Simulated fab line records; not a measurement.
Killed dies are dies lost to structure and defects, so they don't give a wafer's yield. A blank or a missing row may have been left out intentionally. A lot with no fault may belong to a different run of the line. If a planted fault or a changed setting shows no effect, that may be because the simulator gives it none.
The tool behind it: which one? / flow n5Finfet / 11 lots, 33 wafers sampled, at 4 steps of a route of 1938

== WHAT THE GAUGES READ, wafer by wafer ==
N5_FIN_SAQP_INSPECT_40: inspects for defects (brightfield).
lot=L463; measured=day 2 13:31; on=defectInspect-01; rawDefectCount=265 280 181
lot=L464; measured=day 2 21:41; on=defectInspect-02; rawDefectCount=169 275 167
lot=L465; measured=day 3 04:50; on=defectInspect-01; rawDefectCount=168 218 182
lot=L466; measured=day 3 07:53; on=defectInspect-02; rawDefectCount=242 260 249
lot=L474; measured=day 5 09:15; on=defectInspect-01; rawDefectCount=272 271 179
lot=L475; measured=day 5 14:19; on=defectInspect-01; rawDefectCount=179 263 200
lot=L476; measured=day 5 20:35; on=defectInspect-01; rawDefectCount=1652 1659 1508
lot=L477; measured=day 6 08:08; on=defectInspect-02; rawDefectCount=1475 1467 1402
lot=L480; measured=day 7 10:20; on=defectInspect-01; rawDefectCount=351 156 165
lot=L481; measured=day 7 18:14; on=defectInspect-01; rawDefectCount=1421 1545 1507
lot=L484; measured=day 7 23:16; on=defectInspect-02; rawDefectCount=246 217 174

== TOOL THAT RAN EACH LOT (tool first, then ch and the chambers of the sampled wafers, then the start) ==
lot=L463; N5_FIN_SAQP_MANDREL_ETCH_22=rieSi-02 ch 0,1, day 2 09:31; N5_FIN_SAQP_ETCH_65=rieSi-01 ch 1,2, day 2 11:23; N5_FIN_SAQP_STRIP_77=rieDiel-05 ch 0,2,3, day 2 13:04
lot=L464; N5_FIN_SAQP_MANDREL_ETCH_22=rieSi-03 ch 1,3, day 2 16:10; N5_FIN_SAQP_ETCH_65=rieSi-02 ch 0,2, day 2 18:35; N5_FIN_SAQP_STRIP_77=rieDiel-04 ch 0,1, day 2 21:15
lot=L465; N5_FIN_SAQP_MANDREL_ETCH_22=rieSi-03 ch 0,1,2, day 3 00:55; N5_FIN_SAQP_ETCH_65=rieSi-02 ch 0,1,3, day 3 02:48; N5_FIN_SAQP_STRIP_77=rieDiel-02 ch 0,1,2, day 3 04:24
lot=L466; N5_FIN_SAQP_MANDREL_ETCH_22=rieSi-03 ch 1,2, day 3 03:47; N5_FIN_SAQP_ETCH_65=rieSi-01 ch 0,2, day 3 05:55; N5_FIN_SAQP_STRIP_77=rieDiel-05 ch 0,2, day 3 07:27
lot=L474; N5_FIN_SAQP_MANDREL_ETCH_22=rieSi-03 ch 0,1,2, day 5 05:24; N5_FIN_SAQP_ETCH_65=rieSi-03 ch 1,3, day 5 07:16; N5_FIN_SAQP_STRIP_77=rieDiel-05 ch 0,2, day 5 08:49
lot=L475; N5_FIN_SAQP_MANDREL_ETCH_22=rieSi-03 ch 0,2,3, day 5 10:08; N5_FIN_SAQP_ETCH_65=rieSi-01 ch 1,2, day 5 12:17; N5_FIN_SAQP_STRIP_77=rieDiel-02 ch 0,1,3, day 5 13:52
lot=L476; N5_FIN_SAQP_MANDREL_ETCH_22=rieSi-03 ch 2,3, day 5 15:48; N5_FIN_SAQP_ETCH_65=rieSi-03 ch 0,2, day 5 18:09; N5_FIN_SAQP_STRIP_77=rieDiel-04 ch 0,1, day 5 20:06
lot=L477; N5_FIN_SAQP_MANDREL_ETCH_22=rieSi-03 ch 1,3, day 6 00:59; N5_FIN_SAQP_ETCH_65=rieSi-03 ch 1,3, day 6 05:38; N5_FIN_SAQP_STRIP_77=rieDiel-05 ch 0,1,2, day 6 07:41
lot=L480; N5_FIN_SAQP_MANDREL_ETCH_22=rieSi-01 ch 0,1, day 7 05:52; N5_FIN_SAQP_ETCH_65=rieSi-03 ch 1,2, day 7 08:10; N5_FIN_SAQP_STRIP_77=rieDiel-02 ch 1,2, day 7 09:53
lot=L481; N5_FIN_SAQP_MANDREL_ETCH_22=rieSi-03 ch 1,2,3, day 7 12:55; N5_FIN_SAQP_ETCH_65=rieSi-03 ch 1,2,3, day 7 15:14; N5_FIN_SAQP_STRIP_77=rieDiel-05 ch 0,1,2, day 7 17:47
lot=L484; N5_FIN_SAQP_MANDREL_ETCH_22=rieSi-01 ch 0,1, day 7 19:04; N5_FIN_SAQP_ETCH_65=rieSi-01 ch 0,2,3, day 7 21:00; N5_FIN_SAQP_STRIP_77=rieDiel-02 ch 1,2,3, day 7 22:48
- N5_FIN_SAQP_MANDREL_ETCH_22: etches a-Si in HBr/Cl2, stops on SiNx, target depth 60 nm, bt time 10 s, time 30 s.
- N5_FIN_SAQP_ETCH_65: etches SiO2 in CF4, target depth 4 nm, time 4.4 s.
- N5_FIN_SAQP_STRIP_77: strips in N2/H2, time 90 s.

== THE ANSWER, worked out from the rows above alone ==
Rule: the lots themselves supply what counts as usual. The widest of any qualifying gaps counts: lots, ordered by their means at a reading, are off when they make up no more than a third of the lots, leave a main group of 4 or more, and stand apart from it by 3 or more times the standard deviation of that group's means. Not used: any main group whose means are identical at the precision the tables above print for the reading. Also off: a lot with no number at a reading for which 4 or more lots have one. All remaining lots with rows at the step are treated as sound.
Off at N5_FIN_SAQP_INSPECT_40 (rawDefectCount): L476, L477, L481. For the main group the mean is 222 and the standard deviation 20.
A tool fits if, at a process step before that reading, it ran every lot that is off, and no sound lot after the first of them. Gauges at N5_FIN_SAQP_INSPECT_40: tried the same way as those tools. One candidate fits, namely rieSi-03 at N5_FIN_SAQP_MANDREL_ETCH_22. Its last sound lot is L475 (day 5 10:08), its first lot that is off L476 (day 5 15:48): a fault that began between those two fits.

== WHAT THE SIMULATOR PUT IN ==
Chamber particle source: rieSi-03, from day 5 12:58 on, at N5_FIN_SAQP_MANDREL_ETCH_22. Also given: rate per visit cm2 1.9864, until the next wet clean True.
Lots struck among those shown: L476, L477, L481. Same finding as the rule above.
